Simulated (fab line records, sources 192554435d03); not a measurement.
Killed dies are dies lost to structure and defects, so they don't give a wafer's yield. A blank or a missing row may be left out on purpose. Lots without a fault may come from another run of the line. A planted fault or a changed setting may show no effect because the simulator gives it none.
Which tool did it? | flow n5_finfet | 24 lots, 72 wafers sampled, at 5 steps of a route of 1938

WHAT THE GAUGES READ, wafer by wafer
N5_BEOL_M13_INSPECT_12: inspects for defects (macro). Usual: raw_defect_count 2.1, standard deviation 1.5.
lot  | measured     | on                | raw_defect_count | flag
L074 | day 10 13:49 | defect_inspect-01 | 4 1 2            |
L075 | day 10 14:00 | defect_inspect-02 | 0 1 1            |
L076 | day 11 12:29 | defect_inspect-02 | 1 5 2            |
L077 | day 11 12:39 | defect_inspect-01 | 2 2 3            |
L078 | day 11 19:44 | defect_inspect-01 | 2 5 5            |
L081 | day 12 08:08 | defect_inspect-01 | 1 1 2            |
L079 | day 12 13:06 | defect_inspect-02 | 1 4 2            |
L080 | day 12 13:47 | defect_inspect-02 | 3 4 3            |
L082 | day 13 00:32 | defect_inspect-01 | 2 1 0            |
L083 | day 13 13:26 | defect_inspect-02 | 3 0 1            |
L084 | day 13 19:56 | defect_inspect-01 | 0 3 4            |
L085 | day 14 02:32 | defect_inspect-02 | 4 4 4            |
L086 | day 14 03:01 | defect_inspect-01 | 2 2 6            |
L088 | day 14 12:15 | defect_inspect-02 | 4 2 2            |
L087 | day 14 14:53 | defect_inspect-01 | 2 1 1            |
L089 | day 14 18:40 | defect_inspect-02 | 1 2 7            |
L091 | day 15 02:19 | defect_inspect-01 | 2 4 0            |
L090 | day 15 05:15 | defect_inspect-02 | 1 4 3            |
L093 | day 15 21:55 | defect_inspect-02 | 1 1 2            |
L092 | day 15 22:29 | defect_inspect-02 | 0 2 2            |
L095 | day 16 04:07 | defect_inspect-01 | 3 4 0            |
L094 | day 16 06:32 | defect_inspect-01 | 2 1 3            |
L097 | day 16 07:01 | defect_inspect-02 | 2 1 3            |
L096 | day 16 08:45 | defect_inspect-02 | 3 2 1            |

N5_BEOL_M13_OVL_MEAS_29. Usual: M13_OVL 0 nm, standard deviation 5.7.
lot  | measured     | on         | M13_OVL (nm) | flag
L074 | day 10 14:44 | overlay-02 | -8 2 3       |
L075 | day 10 15:16 | overlay-02 | -5 -6 -8     |
L076 | day 11 13:41 | overlay-01 | -5 -5 -2     |
L077 | day 11 13:51 | overlay-02 | -3 -6 -7     |
L078 | day 11 20:41 | overlay-01 | -2 -9 0      |
L081 | day 12 09:06 | overlay-02 | 0 2 3        |
L079 | day 12 14:04 | overlay-01 | -4 9 6       |
L080 | day 12 14:51 | overlay-01 | 11 1 1       |
L082 | day 13 01:35 | overlay-02 | -4 -4 -12    |
L083 | day 13 14:21 | overlay-01 | 4 7 2        |
L084 | day 13 20:52 | overlay-01 | 1 4 -2       |
L085 | day 14 03:28 | overlay-01 | -2 -3 1      |
L086 | day 14 03:59 | overlay-01 | -3 -3 1      |
L088 | day 14 13:17 | overlay-02 | 2 12 9       |
L087 | day 14 15:59 | overlay-01 | -10 2 -3     |
L089 | day 14 19:43 | overlay-01 | -2 5 2       |
L091 | day 15 03:22 | overlay-02 | -4 -7 3      |
L090 | day 15 06:18 | overlay-01 | -9 4 -8      |
L093 | day 15 22:59 | overlay-02 | -3 0 5       |
L092 | day 15 23:32 | overlay-02 | 0 -15 1      |
L095 | day 16 05:10 | overlay-01 | 7 10 -1      |
L094 | day 16 07:38 | overlay-01 | 3 6 -3       |
L097 | day 16 08:07 | overlay-02 | 8 4 -3       |
L096 | day 16 10:16 | overlay-01 | 0 1 1        |

N5_BEOL_M13_THK_MEAS_50: measures by xrf. Usual: M13_THK 407 nm, standard deviation 7.8.
lot  | measured     | on            | M13_THK (nm) | flag
L074 | day 10 18:51 | film_metro-01 | 411 413 415  |
L075 | day 10 19:20 | film_metro-01 | 397 390 394  |
L076 | day 11 19:11 | film_metro-02 | 400 405 406  |
L077 | day 11 19:50 | film_metro-01 | 410 418 409  |
L078 | day 11 23:16 | film_metro-02 | 387 392 392  |
L081 | day 12 12:49 | film_metro-01 | 397 410 408  |
L079 | day 12 16:15 | film_metro-01 | 402 401 400  |
L080 | day 12 21:31 | film_metro-01 | 399 409 398  |
L082 | day 13 04:25 | film_metro-02 | 410 411 412  |
L083 | day 13 20:40 | film_metro-02 | 413 409 417  |
L084 | day 14 01:27 | film_metro-02 | 414 413 415  |
L085 | day 14 07:51 | film_metro-01 | 403 407 406  |
L086 | day 14 08:52 | film_metro-02 | 411 401 412  |
L088 | day 14 15:34 | film_metro-01 | 426 403 417  |
L087 | day 14 20:50 | film_metro-02 | 402 402 393  |
L089 | day 14 23:23 | film_metro-01 | 407 412 411  |
L091 | day 15 06:05 | film_metro-01 | 405 397 407  |
L090 | day 15 09:05 | film_metro-02 | 420 412 413  |
L093 | day 16 03:29 | film_metro-02 | 413 412 420  |
L092 | day 16 06:39 | film_metro-02 | 401 411 407  |
L095 | day 16 08:57 | film_metro-01 | 407 406 412  |
L094 | day 16 10:32 | film_metro-02 | 399 397 410  |
L097 | day 16 11:54 | film_metro-02 | 412 402 402  |
L096 | day 16 15:35 | film_metro-02 | 416 415 410  |

WHICH TOOL RAN EACH LOT (tool, then ch and the chambers of the sampled wafers, then the start)
lot  | N5_BEOL_M13_PRE_CLEAN_42     | N5_BEOL_M13_SPUTTER_44
L074 | pvd_sputter-03, day 10 17:41 | pvd_sputter-03, day 10 17:49
L075 | pvd_sputter-03, day 10 18:16 | pvd_sputter-03, day 10 18:23
L076 | pvd_sputter-02, day 11 18:03 | pvd_sputter-02, day 11 18:10
L077 | pvd_sputter-01, day 11 18:10 | pvd_sputter-01, day 11 18:17
L078 | pvd_sputter-01, day 11 22:11 | pvd_sputter-01, day 11 22:19
L081 | pvd_sputter-02, day 12 11:39 | pvd_sputter-02, day 12 11:46
L079 | pvd_sputter-02, day 12 15:04 | pvd_sputter-02, day 12 15:11
L080 | pvd_sputter-01, day 12 19:59 | pvd_sputter-01, day 12 20:07
L082 | pvd_sputter-03, day 13 03:13 | pvd_sputter-03, day 13 03:20
L083 | pvd_sputter-03, day 13 19:11 | pvd_sputter-03, day 13 19:19
L084 | pvd_sputter-02, day 14 00:23 | pvd_sputter-02, day 14 00:30
L085 | pvd_sputter-03, day 14 06:33 | pvd_sputter-03, day 14 06:40
L086 | pvd_sputter-03, day 14 06:52 | pvd_sputter-03, day 14 06:59
L088 | pvd_sputter-02, day 14 14:17 | pvd_sputter-02, day 14 14:24
L087 | pvd_sputter-03, day 14 19:46 | pvd_sputter-03, day 14 19:53
L089 | pvd_sputter-01, day 14 22:17 | pvd_sputter-01, day 14 22:25
L091 | pvd_sputter-03, day 15 04:53 | pvd_sputter-03, day 15 05:01
L090 | pvd_sputter-02, day 15 08:01 | pvd_sputter-02, day 15 08:08
L093 | pvd_sputter-02, day 16 02:19 | pvd_sputter-02, day 16 02:26
L092 | pvd_sputter-02, day 16 05:34 | pvd_sputter-02, day 16 05:41
L095 | pvd_sputter-02, day 16 07:41 | pvd_sputter-02, day 16 07:48
L094 | pvd_sputter-03, day 16 09:28 | pvd_sputter-03, day 16 09:35
L097 | pvd_sputter-01, day 16 10:20 | pvd_sputter-01, day 16 10:28
L096 | pvd_sputter-02, day 16 14:31 | pvd_sputter-02, day 16 14:38
- N5_BEOL_M13_PRE_CLEAN_42: time 30 s.
- N5_BEOL_M13_SPUTTER_44: material Ta, target thk 10 nm, time 16.13 s.

WHAT THE TOOLS THEMSELVES READ (means of the sampled wafers that have a number; where no wafer has one, the mark that the record gives instead)
N5_BEOL_M13_PRE_CLEAN_42. Usual: heater_power_w 340 W, standard deviation 35.
lot  | tool           | heater_power_w (W) | flag
L074 | pvd_sputter-03 | 353                |
L075 | pvd_sputter-03 | 386                |
L076 | pvd_sputter-02 | 339                |
L077 | pvd_sputter-01 | 329                |
L078 | pvd_sputter-01 | 329                |
L081 | pvd_sputter-02 | 350                |
L079 | pvd_sputter-02 | 349                |
L080 | pvd_sputter-01 | 338                |
L082 | pvd_sputter-03 | 343                |
L083 | pvd_sputter-03 | 288                |
L084 | pvd_sputter-02 | 345                |
L085 | pvd_sputter-03 | 324                |
L086 | pvd_sputter-03 | 380                |
L088 | pvd_sputter-02 | 358                |
L087 | pvd_sputter-03 | 330                |
L089 | pvd_sputter-01 | 333                |
L091 | pvd_sputter-03 | 308                |
L090 | pvd_sputter-02 | 357                |
L093 | pvd_sputter-02 | 339                |
L092 | pvd_sputter-02 | 359                |
L095 | pvd_sputter-02 | 340                |
L094 | pvd_sputter-03 | 353                |
L097 | pvd_sputter-01 | 331                |
L096 | pvd_sputter-02 | 350                |

N5_BEOL_M13_SPUTTER_44. Usual: bias_v 80.0 V, standard deviation 0.77; throttle_valve_pct 29.9 %, standard deviation 1.1.
lot  | tool           | bias_v (V) | throttle_valve_pct (%) | flag
L074 | pvd_sputter-03 | 80.1       | 29.7                   |
L075 | pvd_sputter-03 | 80.2       | 30.1                   |
L076 | pvd_sputter-02 | 79.8       | 28.8                   |
L077 | pvd_sputter-01 | 80.4       | 31.3                   |
L078 | pvd_sputter-01 | 80.5       | 31.4                   |
L081 | pvd_sputter-02 | 80.0       | 28.8                   |
L079 | pvd_sputter-02 | 80.0       | 29.0                   |
L080 | pvd_sputter-01 | 80.5       | 31.5                   |
L082 | pvd_sputter-03 | 80.4       | 30.1                   |
L083 | pvd_sputter-03 | 79.8       | 29.8                   |
L084 | pvd_sputter-02 | 80.3       | 28.8                   |
L085 | pvd_sputter-03 | 80.3       | 30.4                   |
L086 | pvd_sputter-03 | 79.4       | 30.2                   |
L088 | pvd_sputter-02 | 80.0       | 28.8                   |
L087 | pvd_sputter-03 | 79.8       | 30.3                   |
L089 | pvd_sputter-01 | 80.1       | 31.0                   |
L091 | pvd_sputter-03 | 79.0       | 29.9                   |
L090 | pvd_sputter-02 | 80.2       | 28.8                   |
L093 | pvd_sputter-02 | 80.3       | 29.1                   |
L092 | pvd_sputter-02 | 80.6       | 28.6                   |
L095 | pvd_sputter-02 | 79.8       | 29.3                   |
L094 | pvd_sputter-03 | 79.9       | 30.0                   |
L097 | pvd_sputter-01 | 80.7       | 31.3                   |
L096 | pvd_sputter-02 | 80.6       | 28.8                   |

THE ANSWER, worked out from the rows above alone
Rule: a lot is off if the mean of its wafers that have a number lies more than 3 standard deviations from the usual mean. A lot without any number at a reading at which 4 lots or more have one is off too. The other lots that the step has rows for count as sound. The gauges are gone through in route order, then the tools' own readings, and for those a lot's mean is taken as printed above. The first step at which some lot is off is used, and at that step the reading that is off furthest; a lot without a number counts as furthest.
No lot is off at any reading shown: from this, nothing can be told.

WHAT THE SIMULATOR HAD PUT IN
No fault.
